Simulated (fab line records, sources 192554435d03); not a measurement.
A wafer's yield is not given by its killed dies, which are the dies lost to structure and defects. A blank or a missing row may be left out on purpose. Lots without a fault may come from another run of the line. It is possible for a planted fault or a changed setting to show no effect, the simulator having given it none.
Matching of chambers :: flow n5_finfet :: 3 sister chambers for N5_BEOL_M10_CURE_72 on uv_cure-03
The step cures SiCOH lowk, time 120 s. 16 wafers are shown with their chamber, then 8 later ones without.

== WAFERS WITH THEIR CHAMBER ==
wafer: L075.2
chamber: 2
wafer_temp_C_max: 371.7
lamp_power_pct (%): 52.38

wafer: L075.3
chamber: 2
wafer_temp_C_max: 372.5
lamp_power_pct (%): 52.37

wafer: L075.6
chamber: 2
wafer_temp_C_max: 372.4
lamp_power_pct (%): 52.29

wafer: L078.2
chamber: 1
wafer_temp_C_max: 371.5
lamp_power_pct (%): 52.36

wafer: L078.3
chamber: 1
wafer_temp_C_max: 371.9
lamp_power_pct (%): 52.31

wafer: L078.5
chamber: 1
wafer_temp_C_max: 371.0
lamp_power_pct (%): 52.27

wafer: L081.1
chamber: 1
wafer_temp_C_max: 371.3
lamp_power_pct (%): 52.23

wafer: L081.2
chamber: 1
wafer_temp_C_max: 371.3
lamp_power_pct (%): 52.37

wafer: L081.4
chamber: 1
wafer_temp_C_max: 371.8
lamp_power_pct (%): 52.29

wafer: L086.1
chamber: 0
wafer_temp_C_max: 371.3
lamp_power_pct (%): 52.27

wafer: L086.3
chamber: 0
wafer_temp_C_max: 371.2
lamp_power_pct (%): 52.28

wafer: L086.6
chamber: 0
wafer_temp_C_max: 371.0
lamp_power_pct (%): 52.24

wafer: L088.1
chamber: 1
wafer_temp_C_max: 371.2
lamp_power_pct (%): 52.27

wafer: L088.4
chamber: 1
wafer_temp_C_max: 371.4
lamp_power_pct (%): 52.27

wafer: L088.5
chamber: 1
wafer_temp_C_max: 371.3
lamp_power_pct (%): 52.30

wafer: L093.3
chamber: 2
wafer_temp_C_max: 372.5
lamp_power_pct (%): 52.32

SIGNATURES (means of the wafers above)
reading: wafer_temp_C_max
chamber 0: 371.167
chamber 1: 371.411
chamber 2: 372.275
scatter within a chamber: 0.297

reading: lamp_power_pct
chamber 0: 52.2633
chamber 1: 52.2967
chamber 2: 52.3400
scatter within a chamber: 0.0416
Rule: for a wafer and a chamber, the distance is found by dividing, reading by reading, the gap between the wafer's reading and the chamber's mean by the reading's scatter, squaring, summing and taking the root. The wafer belongs to the nearest chamber; if the next one is less than 2 further off, it can't be placed. How the scatter is found: for the shown wafers, subtract from each reading the mean of its chamber, square and add these, divide the total by (wafers less chambers), then take the root.

== WAFERS WHOSE CHAMBER IS MISSING ==
wafer: L093.5
wafer_temp_C_max: 372.9
lamp_power_pct (%): 52.35

wafer: L093.6
wafer_temp_C_max: 372.2
lamp_power_pct (%): 52.25

wafer: L094.2
wafer_temp_C_max: 371.7
lamp_power_pct (%): 52.32

wafer: L094.3
wafer_temp_C_max: 371.9
lamp_power_pct (%): 52.25

wafer: L094.6
wafer_temp_C_max: 371.7
lamp_power_pct (%): 52.35

wafer: L095.2
wafer_temp_C_max: 371.5
lamp_power_pct (%): 52.27

wafer: L095.5
wafer_temp_C_max: 371.4
lamp_power_pct (%): 52.27

wafer: L095.6
wafer_temp_C_max: 371.8
lamp_power_pct (%): 52.25

== CHAMBER TAKEN BY EACH ==
wafer: L093.5
from the rows above: 2
in truth: 2

wafer: L093.6
from the rows above: can't be placed: 2 or 1 or 0
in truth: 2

wafer: L094.2
from the rows above: can't be placed: 1 or 2 or 0
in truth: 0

wafer: L094.3
from the rows above: can't be placed: 1 or 0 or 2
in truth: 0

wafer: L094.6
from the rows above: can't be placed: 1 or 2 or 0
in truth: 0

wafer: L095.2
from the rows above: can't be placed: 1 or 0
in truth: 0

wafer: L095.5
from the rows above: can't be placed: 1 or 0
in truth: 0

wafer: L095.6
from the rows above: can't be placed: 1 or 0 or 2
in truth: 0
Correct placement for 1 of the 8. Cannot be placed on the basis of these rows: 7; the candidates contain the true chamber in 7. Placed wrongly: 0.
